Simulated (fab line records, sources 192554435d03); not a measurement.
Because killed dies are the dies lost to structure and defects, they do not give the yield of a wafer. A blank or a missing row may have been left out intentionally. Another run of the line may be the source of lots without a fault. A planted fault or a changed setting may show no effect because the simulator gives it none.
Which tool was responsible?    flow n5Finfet    30 wafers from 10 lots sampled at 6 of the route's 1938 steps

## WHAT THE GAUGES READ, wafer by wafer
N5_BEOL_M4_RC_MEAS_101. Usual: DIBL_N 35.1 mV/V, standard deviation 1.6; DIBL_P 34.9 mV/V, standard deviation 1.8; IOFF_N 0.143 nA/um, standard deviation 0.026; IOFF_P 0.21 nA/um, standard deviation 0.037; ION_N 671 uA/um, standard deviation 11; ION_P 463 uA/um, standard deviation 7.8; SS_N 71.2 mV/dec, standard deviation 0.58; SS_P 73.0 mV/dec, standard deviation 0.54; VT_N 251 mV, standard deviation 3; VT_P -250 mV, standard deviation 4.1.
lot   measured      on         DIBL_N (mV/V)   DIBL_P (mV/V)   IOFF_N (nA/um)     IOFF_P (nA/um)  ION_N (uA/um)  ION_P (uA/um)  SS_N (mV/dec)   SS_P (mV/dec)   VT_N (mV)    VT_P (mV)       flag
L622  day 8 19:02   prober-02  36.0 35.5 38.2  35.6 35.7 37.7  0.173 0.165 0.214  0.22 0.23 0.27  682 682 690    468 468 469    71.7 71.4 71.7  73.0 73.1 73.6  248 247 246  -247 -244 -242  
L625  day 9 04:28   prober-01  33.5 33.3 34.0  33.1 32.9 33.4  0.131 0.129 0.138  0.17 0.17 0.16  676 670 675    461 453 460    71.2 71.2 70.9  72.3 73.0 73.1  249 251 253  -254 -255 -254  
L626  day 9 06:34   prober-01  31.5 35.8 33.8  31.2 35.1 33.7  0.092 0.149 0.122  0.12 0.16 0.15  661 655 663    455 450 453    69.7 71.0 70.4  72.1 72.9 73.3  259 251 252  -260 -255 -256  
L627  day 9 19:20   prober-02  33.6 31.6 31.3  34.0 31.3 31.5  0.139 0.109 0.106  0.22 0.18 0.18  672 659 655    467 467 457    71.6 70.8 70.6  73.1 71.9 71.9  250 252 253  -246 -249 -247  
L629  day 10 21:08  prober-01  35.0 34.8 35.4  34.1 33.8 34.2  0.118 0.119 0.134  0.16 0.15 0.16  657 654 675    451 450 453    71.6 71.5 71.7  72.6 72.9 72.6  257 255 253  -256 -261 -255  
L637  day 13 04:05  prober-01  34.3 37.8 39.0  32.9 37.6 37.7  0.113 0.182 0.201  0.21 0.30 0.29  654 681 676    457 475 466    70.6 71.5 72.7  72.9 73.5 74.2  259 249 249  -250 -243 -243  
L639  day 12 22:56  prober-01  35.7 35.8 34.8  35.6 35.3 34.3  0.147 0.151 0.132  0.19 0.18 0.18  670 672 679    459 459 464    71.4 71.8 71.2  73.1 72.7 72.9  250 250 251  -254 -255 -254  
L641  day 14 05:44  prober-01  33.6 36.4 33.3  33.2 36.0 32.2  0.113 0.156 0.106  0.18 0.22 0.16  655 676 656    462 475 455    70.6 71.6 70.8  72.5 73.7 71.9  253 252 255  -249 -248 -252  
L642  day 14 18:48  prober-01  34.3 37.4 36.3  33.8 38.1 36.9  0.121 0.175 0.154  0.19 0.26 0.23  656 675 674    450 472 472    71.3 71.4 71.2  72.6 73.6 72.7  253 249 251  -251 -247 -250  
L644  day 15 03:55  prober-01  37.5 35.5 36.4  36.4 34.0 35.6  0.162 0.135 0.157  0.26 0.23 0.25  673 673 677    469 466 476    71.4 71.0 71.7  73.5 73.5 74.0  252 251 250  -244 -247 -243  

N5_PASSIVATION_OVL_MEAS_60. Usual: for TV_OVL the level is -1 nm and the standard deviation is 6.2.
lot   measured      on          TV_OVL (nm)  flag
L622  day 13 21:35  overlay-02  -1 8 4       
L625  day 14 04:22  overlay-02  0 4 0        
L626  day 14 10:53  overlay-02  -4 9 -2      
L627  day 14 14:07  overlay-02  3 3 6        
L629  day 15 03:23  overlay-01  7 5 0        
L637  day 17 16:41  overlay-02  9 9 2        
L639  day 16 21:11  overlay-01  -6 -11 -9    
L641  day 18 06:05  overlay-01  -6 -8 -6     
L642  day 19 10:02  overlay-01  -14 5 -5     
L644  day 19 18:33  overlay-02  13 16 7      

N5_PASSIVATION_INSPECT_57: inspects for defects (macro). Usual: 2.0 for rawDefectCount, sd 1.4.
lot   measured      on                rawDefectCount  flag
L622  day 14 08:54  defectInspect-01  4 2 0           
L625  day 14 13:55  defectInspect-02  2 4 4           
L626  day 14 20:05  defectInspect-01  5 2 2           
L627  day 14 21:14  defectInspect-01  5 1 2           
L629  day 15 13:31  defectInspect-02  4 2 2           
L637  day 18 01:43  defectInspect-01  1 3 2           
L639  day 17 04:01  defectInspect-01  2 2 1           
L641  day 18 13:07  defectInspect-02  1 0 1           
L642  day 19 17:10  defectInspect-02  0 3 1           
L644  day 20 02:42  defectInspect-02  2 0 1           

## EACH LOT AND THE TOOL THAT RAN IT (in order: tool; ch and the chambers of the sampled wafers; start)
lot   N5_BEOL_M3_HM_DEP_02         N5_PASSIVATION_DESCUM_46           N5_PASSIVATION_PROBE_49
L622  pvdSputter-02, day 7 14:28   rieDiel-05 ch 1,3, day 14 05:30    -
L625  pvdSputter-03, day 8 04:29   rieDiel-06 ch 0,2,3, day 14 10:28  -
L626  pvdSputter-03, day 8 08:16   rieDiel-05 ch 0,1,3, day 14 16:40  -
L627  pvdSputter-01, day 8 21:26   rieDiel-06 ch 0,1,2, day 14 17:49  -
L629  pvdSputter-01, day 9 02:42   rieDiel-06 ch 0,2,3, day 15 10:07  prober-02, day 15 13:13
L637  pvdSputter-01, day 11 10:49  rieDiel-06 ch 0,1,2, day 17 22:18  prober-01, day 18 01:24
L639  pvdSputter-02, day 11 12:25  rieDiel-05 ch 0,1, day 17 00:37    prober-01, day 17 03:46
L641  pvdSputter-02, day 12 15:56  rieDiel-05 ch 0,2,3, day 18 09:43  -
L642  pvdSputter-02, day 12 22:03  rieDiel-05 ch 1,2,3, day 19 13:46  -
L644  pvdSputter-02, day 13 23:19  rieDiel-06 ch 1,2, day 19 23:19    -
- N5_BEOL_M3_HM_DEP_02: deposits TiN, target thk 20 nm.
- N5_PASSIVATION_DESCUM_46: chemistry O2, time 7.9 s.
- N5_PASSIVATION_PROBE_49

## WHAT THE TOOLS THEMSELVES READ (means of the sampled wafers that have a number; where no wafer has one, the mark that the record gives instead)
N5_BEOL_M3_HM_DEP_02. Usual: 30.7 % for throttleValvePct, sd 1.
lot   tool           throttleValvePct (%)  flag
L622  pvdSputter-02  30.7                  
L625  pvdSputter-03  29.2                  
L626  pvdSputter-03  30.1                  
L627  pvdSputter-01  31.4                  
L629  pvdSputter-01  29.9                  
L637  pvdSputter-01  31.7                  
L639  pvdSputter-02  30.0                  
L641  pvdSputter-02  31.3                  
L642  pvdSputter-02  31.5                  
L644  pvdSputter-02  30.7                  

N5_PASSIVATION_DESCUM_46. Usual: drypumpMotorCurrentA 5.69 A, standard deviation 0.25; oesProductAu 0.81 a.u., standard deviation 0.053; rfVppV 243.5 V, standard deviation 1.3; showerheadPlenumPTorr 2.12 Torr, standard deviation 0.067; throttleValvePct 20.25 %, standard deviation 0.26.
lot   tool        drypumpMotorCurrentA (A)  oesProductAu (a.u.)  rfVppV (V)  showerheadPlenumPTorr (Torr)  throttleValvePct (%)  flag
L622  rieDiel-05  5.83                      0.84                 243.4       2.09                          20.02                 
L625  rieDiel-06  5.53                      0.83                 244.5       2.17                          20.12                 
L626  rieDiel-05  5.75                      0.80                 243.2       2.08                          20.18                 
L627  rieDiel-06  5.66                      0.79                 242.8       2.13                          20.28                 
L629  rieDiel-06  5.55                      0.83                 244.2       2.16                          20.12                 
L637  rieDiel-06  5.65                      0.77                 243.6       2.13                          20.33                 
L639  rieDiel-05  5.64                      0.75                 242.9       2.10                          20.20                 
L641  rieDiel-05  5.86                      0.75                 243.1       2.07                          20.44                 
L642  rieDiel-05  5.93                      0.77                 242.2       2.06                          20.30                 
L644  rieDiel-06  5.71                      0.76                 242.8       2.12                          20.21                 

N5_PASSIVATION_PROBE_49. Usual: defectLimitedYield 91.1 %, standard deviation 1.4; killed_at_M0_to_M3 36, standard deviation 11; killed_at_M4_up 14, standard deviation 5.2; killedAtContacts 12, standard deviation 6.1; killedAtFrontEnd 40, standard deviation 12; killedAtOther 3.2, standard deviation 2.5; killedDies 105, standard deviation 16; killedOnRim 14, standard deviation 4.4; killedOpen 68, standard deviation 12; killedShort 35, standard deviation 8.7; sort_bin_5_function 5.2 %, standard deviation 0.89; sort_bin_6_memory 3.3 %, standard deviation 0.66; sortNPass 1074, standard deviation 16; sortYieldPct 91.1 %, standard deviation 1.4.
lot   tool       defectLimitedYield (%)  killed_at_M0_to_M3  killed_at_M4_up  killedAtContacts  killedAtFrontEnd  killedAtOther  killedDies  killedOnRim  killedOpen  killedShort  sort_bin_5_function (%)  sort_bin_6_memory (%)  sortNPass  sortYieldPct (%)  flag
L629  prober-02  90.3                    50                  10               10                42                2.0            114         12           77          32           5.2                      4.0                    1066       90.3              
L637  prober-01  89.7                    50                  13               10                42                6.3            121         13           66          34           6.4                      3.6                    1059       89.7              
L639  prober-01  90.2                    48                  16               19                32                2.0            116         15           82          32           5.9                      3.7                    1064       90.2              

## THE ANSWER, worked out from the rows above alone
Rule: take the mean of a lot's wafers that have a number; if it is more than 3 standard deviations from the usual mean, the lot is off. Also off: a lot with no number at a reading for which 4 or more lots have one. The other lots that the step has rows for count as sound. First the gauges in route order, then the tools' own readings, where a lot's mean is used as printed above. At the first step where some lot is off, the reading lying furthest off is the one used; lots without a number count as furthest.
Nothing can be told from this: no lot is off at any reading shown.

## WHAT WAS PUT IN BY THE SIMULATOR
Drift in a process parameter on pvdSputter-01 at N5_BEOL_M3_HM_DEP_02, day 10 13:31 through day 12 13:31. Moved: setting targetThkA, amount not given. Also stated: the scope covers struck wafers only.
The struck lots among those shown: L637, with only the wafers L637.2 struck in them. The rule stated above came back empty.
